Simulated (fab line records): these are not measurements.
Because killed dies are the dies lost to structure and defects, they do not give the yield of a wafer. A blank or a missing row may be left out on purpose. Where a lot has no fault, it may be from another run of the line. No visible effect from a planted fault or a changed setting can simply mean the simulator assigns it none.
Which tool was responsible?    flow nand-harc    33 wafers from 12 lots sampled at 6 of the route's 1159 steps

== WHAT EACH GAUGE READ, for each wafer ==
NHARC_A_ONON_D1_THK_MEAS_14: measures by ellipsometry. Usual: 1001 nm for thk-nm, sd 12.
lot   measured      on             thk-nm (nm)     flag
L318  day 8 07:07   film-metro-02  1006 1005 1005  
L321  day 8 13:32   film-metro-01  1007 1006 1006  
L323  day 9 11:37   film-metro-01  1001 1001 1000  
L325  day 9 21:47   film-metro-01  992 992 994     
L328  day 10 20:56  film-metro-01  1006 1006 1005  
L327  day 10 21:05  film-metro-01  1014 1014 1014  
L331  day 10 20:55  film-metro-02  1023 1024 1023  
L329  day 10 21:19  film-metro-01  1018 1017 1018  
L332  day 11 20:14  film-metro-02  1665 1005       OFF
L334  day 12 04:57  film-metro-01  1672 1011       OFF
L335  day 12 05:00  film-metro-02  983 985 985     
L338  day 12 21:52  film-metro-02  1655 995        OFF

NHARC_END_SORT_01. Usual: killed-at-array 25, standard deviation 9.2; killed-at-other 0.9, standard deviation 1.3; killed-at-periphery 3.3, standard deviation 2.3; killed-dies 29, standard deviation 9.6; killed-open 3.2, standard deviation 1.8; killed-short 2, standard deviation 1.4.
lot   measured      on         killed-at-array  killed-at-other  killed-at-periphery  killed-dies  killed-open  killed-short  flag
L327  day 22 08:16  prober-02  31 44 35         0 0 0            4 5 10               35 49 45     3 3 1        3 2 3         
L332  day 24 02:54  prober-01  673 36           1 0              3 2                  677 38       1 3          3 2           OFF
L334  day 24 18:23  prober-02  673 37           0 0              4 6                  677 43       4 3          1 0           OFF
L338  day 24 18:34  prober-01  669 15           1 2              7 3                  677 20       3 2          1 3           OFF

== TOOL THAT RAN EACH LOT (tool first, then ch and the chambers of the sampled wafers, then the start) ==
lot   NHARC_P_BONDPAD_DESCUM_11          NHARC_P_BONDPAD_ETCH_37            NHARC_P_BONDPAD_CMP_19        NHARC_A_ONON_D1_DEP_12
L318  rie-diel-10 ch 0,2, day 7 02:24    rie-diel-10 ch 0,1,3, day 7 02:29  cmp-02 ch 2,3, day 7 04:26    pecvd-onon-04 ch 0, day 8 06:36
L321  rie-diel-10 ch 0,3, day 7 08:39    rie-diel-10 ch 0,1,2, day 7 08:44  cmp-02 ch 0,2,3, day 7 10:43  pecvd-onon-01 ch 0, day 8 13:02
L323  rie-diel-10 ch 0,1,3, day 8 07:08  rie-diel-10 ch 0,1,2, day 8 07:14  cmp-03 ch 0,1,2, day 8 09:22  pecvd-onon-04 ch 0, day 9 11:09
L325  rie-diel-13 ch 1,2,3, day 8 16:04  rie-diel-13 ch 0,2,3, day 8 16:09  cmp-04 ch 0,2,3, day 8 18:52  pecvd-onon-01 ch 0, day 9 21:17
L328  rie-diel-13 ch 0,3, day 9 11:46    rie-diel-13 ch 0,1, day 9 11:52    cmp-03 ch 1,2, day 9 13:51    pecvd-onon-03 ch 0, day 10 20:32
L327  rie-diel-10 ch 0,2,3, day 9 13:04  rie-diel-10 ch 0,2,3, day 9 13:09  cmp-04 ch 1,2,3, day 9 15:07  pecvd-onon-01 ch 0, day 10 20:35
L331  rie-diel-10 ch 1,2, day 9 14:47    rie-diel-10 ch 0,1,2, day 9 14:53  cmp-02 ch 1,2,3, day 9 16:53  pecvd-onon-04 ch 0, day 10 20:32
L329  rie-diel-10 ch 1,2, day 9 18:13    rie-diel-10 ch 1,2, day 9 18:17    cmp-02 ch 2,3, day 9 20:17    pecvd-onon-03 ch 0, day 10 20:58
L332  rie-diel-13 ch 2,3, day 10 15:02   rie-diel-13 ch 0,1, day 10 15:06   cmp-03 ch 0,3, day 10 17:08   pecvd-onon-03 ch 0, day 11 19:58
L334  rie-diel-10 ch 0,3, day 10 21:41   rie-diel-10 ch 0,3, day 10 21:46   cmp-03 ch 2,3, day 10 23:47   pecvd-onon-03 ch 0, day 12 04:40
L335  rie-diel-10 ch 1,2, day 11 02:15   rie-diel-10 ch 0,2, day 11 02:19   cmp-04 ch 1,2, day 11 04:15   pecvd-onon-04 ch 0, day 12 04:31
L338  rie-diel-10 ch 1,2, day 11 19:12   rie-diel-10 ch 0,1, day 11 19:17   cmp-03 ch 1,2, day 11 21:19   pecvd-onon-03 ch 0, day 12 21:35
- NHARC_P_BONDPAD_DESCUM_11: chemistry O2, time 3 s.
- NHARC_P_BONDPAD_ETCH_37: etches the open film in N2/H2, target depth 60 nm, overetch 18 nm, time 65.91 s.
- NHARC_P_BONDPAD_CMP_19: polishes, t overpolish 30 s, cu recess touch 16 s, target thk 160.81 nm.
- NHARC_A_ONON_D1_DEP_12: target thk 1000 nm.

== WHAT THE TOOLS THEMSELVES READ (means of the sampled wafers that have a number; where no wafer has one, the mark that the record gives instead) ==
NHARC_P_BONDPAD_DESCUM_11. Usual: drypump-motor-current-A 5.5 A, standard deviation 0.34; oes-product-au 1.000 a.u., standard deviation 0.0095; rf-vpp-V 57.5 V, standard deviation 0.93; showerhead-plenum-p-Torr 1.88 Torr, standard deviation 0.072; throttle-valve-pct 11.311 %, standard deviation 0.0083.
lot   tool         drypump-motor-current-A (A)  oes-product-au (a.u.)  rf-vpp-V (V)  showerhead-plenum-p-Torr (Torr)  throttle-valve-pct (%)  flag
L318  rie-diel-10  5.5                          1.001                  57.9          1.93                             11.306                  
L321  rie-diel-10  5.7                          1.011                  57.1          1.87                             11.311                  
L323  rie-diel-10  5.5                          1.003                  58.5          1.84                             11.309                  
L325  rie-diel-13  5.7                          0.988                  57.2          1.85                             11.314                  
L328  rie-diel-13  5.8                          0.992                  56.6          1.87                             11.320                  
L327  rie-diel-10  5.5                          1.001                  57.0          1.89                             11.311                  
L331  rie-diel-10  5.2                          0.988                  58.6          1.91                             11.308                  
L329  rie-diel-10  5.2                          0.994                  58.2          1.91                             11.320                  
L332  rie-diel-13  5.7                          0.994                  58.3          1.88                             11.309                  
L334  rie-diel-10  5.8                          1.002                  57.5          1.85                             11.299                  
L335  rie-diel-10  5.1                          0.997                  57.3          1.86                             11.315                  
L338  rie-diel-10  5.2                          0.988                  58.1          1.89                             11.308                  

NHARC_P_BONDPAD_ETCH_37. Usual: drypump-motor-current-A 5.5 A, standard deviation 0.34; oes-product-au 1.000 a.u., standard deviation 0.0087; rf-vpp-V 429.3 V, standard deviation 2.4; showerhead-plenum-p-Torr 1.99 Torr, standard deviation 0.08; throttle-valve-pct 14.172 %, standard deviation 0.011.
lot   tool         drypump-motor-current-A (A)  oes-product-au (a.u.)  rf-vpp-V (V)  showerhead-plenum-p-Torr (Torr)  throttle-valve-pct (%)  flag
L318  rie-diel-10  5.5                          1.008                  428.7         1.96                             14.174                  
L321  rie-diel-10  5.3                          1.009                  430.1         2.02                             14.174                  
L323  rie-diel-10  5.4                          1.003                  430.0         2.02                             14.168                  
L325  rie-diel-13  5.6                          0.999                  429.9         2.02                             14.176                  
L328  rie-diel-13  5.7                          0.990                  429.2         2.00                             14.163                  
L327  rie-diel-10  5.6                          1.005                  430.0         2.02                             14.171                  
L331  rie-diel-10  5.3                          1.004                  429.8         2.02                             14.184                  
L329  rie-diel-10  5.2                          0.998                  429.2         1.98                             14.163                  
L332  rie-diel-13  5.7                          1.002                  427.6         1.97                             14.165                  
L334  rie-diel-10  5.7                          1.008                  428.8         1.98                             14.171                  
L335  rie-diel-10  5.4                          0.998                  432.1         2.07                             14.171                  
L338  rie-diel-10  5.4                          1.001                  429.6         1.98                             14.177                  

NHARC_P_BONDPAD_CMP_19. Usual: edge-zone-pressure-frac 1.000, standard deviation 0.0049; motor-current-A 11.8 A, standard deviation 1.3; overpolish-run-s 30.001 s, standard deviation 0.0089.
lot   tool    edge-zone-pressure-frac  motor-current-A (A)  overpolish-run-s (s)  flag
L318  cmp-02  0.998                    10.9                 30.004                
L321  cmp-02  1.001                    11.4                 30.007                
L323  cmp-03  1.000                    11.4                 29.995                
L325  cmp-04  1.004                    13.2                 30.005                
L328  cmp-03  0.997                    11.9                 30.003                
L327  cmp-04  0.992                    12.4                 30.003                
L331  cmp-02  0.999                    11.0                 29.996                
L329  cmp-02  1.003                    11.1                 30.000                
L332  cmp-03  0.996                    10.3                 29.993                
L334  cmp-03  1.000                    11.9                 30.007                
L335  cmp-04  1.002                    11.7                 30.006                
L338  cmp-03  0.996                    11.9                 29.996                

NHARC_A_ONON_D1_DEP_12. Usual: 499.8 sccm for nh3-flow-sccm, sd 1.3.
lot   tool           nh3-flow-sccm (sccm)  flag
L318  pecvd-onon-04  499.5                 
L321  pecvd-onon-01  500.5                 
L323  pecvd-onon-04  498.9                 
L325  pecvd-onon-01  499.3                 
L328  pecvd-onon-03  499.5                 
L327  pecvd-onon-01  498.2                 
L331  pecvd-onon-04  500.8                 
L329  pecvd-onon-03  500.9                 
L332  pecvd-onon-03  501.3                 
L334  pecvd-onon-03  498.8                 
L335  pecvd-onon-04  500.1                 
L338  pecvd-onon-03  498.5                 

== THE ANSWER, worked out from the rows above alone ==
Rule: a lot counts as off when the mean over its wafers that have a number is more than 3 standard deviations away from the usual mean. A lot without any number at a reading at which 4 lots or more have one is off too. The other lots that the step has rows for count as sound. First the gauges in route order, then the tools' own readings, where a lot's mean is used as printed above. At the first step where some lot is off, the reading lying furthest off is the one used; lots without a number count as furthest.
Off: L332, L334, L338, at NHARC_A_ONON_D1_THK_MEAS_14 (thk-nm).
A tool fits if, at a process step before that reading, it ran every lot that is off, and no sound lot after the first of them. Not tried: the gauges at NHARC_A_ONON_D1_THK_MEAS_14; whatever is off there is also off at NHARC_END_SORT_01, on other tools, and gauge error can't account for it. Can't be told from this: 2 tools fit, cmp-03 at NHARC_P_BONDPAD_CMP_19, pecvd-onon-03 at NHARC_A_ONON_D1_DEP_12.

== WHAT THE SIMULATOR HAD INSERTED ==
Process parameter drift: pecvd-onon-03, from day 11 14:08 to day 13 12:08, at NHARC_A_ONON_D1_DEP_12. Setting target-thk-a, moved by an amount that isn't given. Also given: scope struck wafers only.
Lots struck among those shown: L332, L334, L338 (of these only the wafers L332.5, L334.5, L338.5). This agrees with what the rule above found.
